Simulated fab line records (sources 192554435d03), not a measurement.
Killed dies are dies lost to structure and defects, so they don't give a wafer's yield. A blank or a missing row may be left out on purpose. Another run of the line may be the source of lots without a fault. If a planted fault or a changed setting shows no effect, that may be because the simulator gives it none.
Comparing a struck lot with a sound one | flow n5-finfet | 39 steps out of a route of 1938
Sound: wafers L120.2, L120.3, L120.5. Struck: wafer L127.4 (left out: L127.1, L127.5 of the same lot, which were not struck); the cause appears at the end.
Per side, at each step with rows, come the tool, then ch with its chambers, and then its first start. Under that, the readings that differ: sound wafers | struck wafers | difference of the means | sigmas: that difference in standard deviations of wafers without a fault.
alike: readings with means less than 2 such deviations apart, plus words and numbers identical on both sides. not compared: withheld readings, readings lacking a value on some wafer, bounds such as >300 that could conceal the same value, and numbers that have no deviation in the record and whose values overlap.
A row with sigmas, a row that says differs or no value, or rows on one side alone: a step with any of these is where the two part. When numbers do not overlap yet have no deviation, they are printed without sigmas and do not part them. A reading missing from all wafers of one side parts the sides only when that side holds two or more wafers.

first, 7 steps without rows for these wafers: N5_PASSIVATION_COAT_24; N5_PASSIVATION_EBR_26; N5_PASSIVATION_SOFTBAKE_25 (time 90 s); N5_PASSIVATION_EXPOSE_27 (exposes mask PAD, defocus 0 nm); N5_PASSIVATION_PEB_28; N5_PASSIVATION_DEVELOP_29 (develop time 60 s); N5_PASSIVATION_HARDBAKE_31 (time 120 s).
N5_PASSIVATION_CD_MEAS_30: target cd 4000 nm.
  sound on cd-sem-03 ch 0, day 13 13:11; struck on cd-sem-02 ch 0, day 15 04:07
  reading    | sound                | struck | difference | sigmas
  cd-nm (nm) | 3998.4 3997.9 3999.7 | 3993.9 | -4.8       | -3
N5_PASSIVATION_OVL_MEAS_63:
  sound on overlay-02 ch 0, day 13 13:13; struck on overlay-01 ch 0, day 15 04:09
  alike: PAD_OVL
N5_PASSIVATION_INSPECT_64: inspects for defects (macro).
  struck on defect-inspect-01, day 15 04:10; sound on defect-inspect-02, day 13 13:14
  alike: raw-defect-count
N5_PASSIVATION_DESCUM_32: chemistry O2, time 7.9 s.
  sound on rie-diel-04 ch 0,1,2, day 13 13:16; struck on rie-diel-02 ch 0, day 15 04:13
  reading                         | sound          | struck | difference | sigmas
  showerhead-plenum-p-Torr (Torr) | 2.11 2.06 2.10 | 2.22   | +0.13      | +3
  alike: drypump-motor-current-A, oes-product-au, rf-vpp-V, temp-c, throttle-valve-pct
  not compared: rf-hours-counter-h
N5_PASSIVATION_AL_ETCH_33: etches Al in Cl2/BCl3, stops on TaN, target depth 2800 nm, time 466.7 s.
  sound on rie-metal-02 ch 0,1, day 13 13:22; struck on rie-metal-02 ch 1, day 15 04:17
  alike: drypump-motor-current-A, oes-product-au, throttle-valve-pct
  not compared: rf-hours-counter-h
N5_PASSIVATION_ETCH_59: etches TaN in Cl2/BCl3, target depth 65 nm, time 34.9 s.
  sound on rie-metal-02 ch 0,1, day 13 13:46; struck on rie-metal-02 ch 1, day 15 04:41
  reading                  | sound             | struck | difference | sigmas
  oes-product-au (a.u.)    | 0.94 0.94 0.71    | 0.61   | -0.25      | -2
  model.etch.depth-nm (nm) | 65.56 65.12 65.12 | 52.93  | -12.34     |
  alike: drypump-motor-current-A, throttle-valve-pct
  not compared: rf-hours-counter-h
then, 5 steps without rows for these wafers: N5_PASSIVATION_STRIP_34 (strips in O2); N5_PASSIVATION_STRIP_51 (strips in post etch residue remover, time 1200 s); N5_PASSIVATION_CLEAN_69 (cleans in IPA, time 180 s); N5_PASSIVATION_SRD_70 (time 30 s); N5_PASSIVATION_PECVD_53 (deposits SiO2 from TEOS/O2, target thk 800 nm, time 169.4 s).
N5_PASSIVATION_PECVD_35: deposits SiNx from SiH4/NH3/N2, target thk 700 nm, time 151.3 s.
  sound on pecvd-01 ch 0,1, day 13 14:31; struck on pecvd-02 ch 1, day 15 05:28
  alike: heater-power-w, showerhead-plenum-p-Torr, susceptor-temp-C, throttle-valve-pct
then, 8 steps without rows for these wafers: N5_PASSIVATION_HMDS_37 (time 60 s); N5_PASSIVATION_COAT_38; N5_PASSIVATION_EBR_40; N5_PASSIVATION_SOFTBAKE_39 (time 120 s); N5_PASSIVATION_EXPOSE_41 (exposes mask PASS OPEN, defocus 0 nm, target cd 40000 nm); N5_PASSIVATION_PEB_42; N5_PASSIVATION_DEVELOP_43 (develop time 60 s); N5_PASSIVATION_HARDBAKE_45 (time 120 s).
N5_PASSIVATION_CD_MEAS_44: target cd 40000 nm.
  sound on cd-sem-03 ch 0, day 13 14:58; struck on cd-sem-01 ch 0, day 15 06:01
  reading    | sound             | struck | difference | sigmas
  cd-nm (nm) | 40004 40002 40006 | 39996  | -8         | -3
N5_PASSIVATION_OVL_MEAS_66:
  sound on overlay-02 ch 0, day 13 14:59; struck on overlay-02 ch 0, day 15 06:03
  reading            | sound    | struck | difference | sigmas
  PASS_OPEN_OVL (nm) | -1 -2 -5 | 11     | +14        | +2
N5_PASSIVATION_INSPECT_67: inspects for defects (macro).
  struck on defect-inspect-02, day 15 06:04; sound on defect-inspect-01, day 13 15:01
  alike: raw-defect-count
N5_PASSIVATION_DESCUM_46: chemistry O2, time 7.9 s.
  sound on rie-diel-06 ch 1,2,3, day 13 15:05; struck on rie-diel-04 ch 1, day 15 06:11
  reading    | sound             | struck | difference | sigmas
  temp-c (C) | 40.01 40.14 40.24 | 39.87  | -0.26      | -2
  alike: drypump-motor-current-A, oes-product-au, rf-vpp-V, showerhead-plenum-p-Torr, throttle-valve-pct
  not compared: rf-hours-counter-h
then, 2 steps without rows for these wafers: N5_PASSIVATION_PASS_ETCH_47 (etches SiNx in CF4/O2, target depth 770 nm, time 385 s); N5_PASSIVATION_ETCH_54 (etches SiO2 in CHF3/O2, target depth 880 nm, time 440 s).
N5_PASSIVATION_STRIP_48: strips in O2.
  sound on rie-diel-06 ch 1,2,3, day 13 15:38; struck on rie-diel-04 ch 1, day 15 06:44
  alike: drypump-motor-current-A, oes-product-au, rf-vpp-V, showerhead-plenum-p-Torr, temp-c, throttle-valve-pct
  not compared: rf-hours-counter-h
then, 4 steps without rows for these wafers: N5_PASSIVATION_STRIP_52 (strips in post etch residue remover, time 1200 s); N5_PASSIVATION_CLEAN_71 (cleans in IPA, time 180 s); N5_PASSIVATION_SRD_72 (time 30 s); N5_PASSIVATION_ANNEAL_56 (time 1800 s).
N5_PASSIVATION_PROBE_49:
  record: rows for the struck wafers here (prober-02, day 15 09:25), none for the sound ones

WHERE THEY PART
Earliest at N5_PASSIVATION_CD_MEAS_30; latest, in this record, at N5_PASSIVATION_PROBE_49.

WHY: what the simulator had put in
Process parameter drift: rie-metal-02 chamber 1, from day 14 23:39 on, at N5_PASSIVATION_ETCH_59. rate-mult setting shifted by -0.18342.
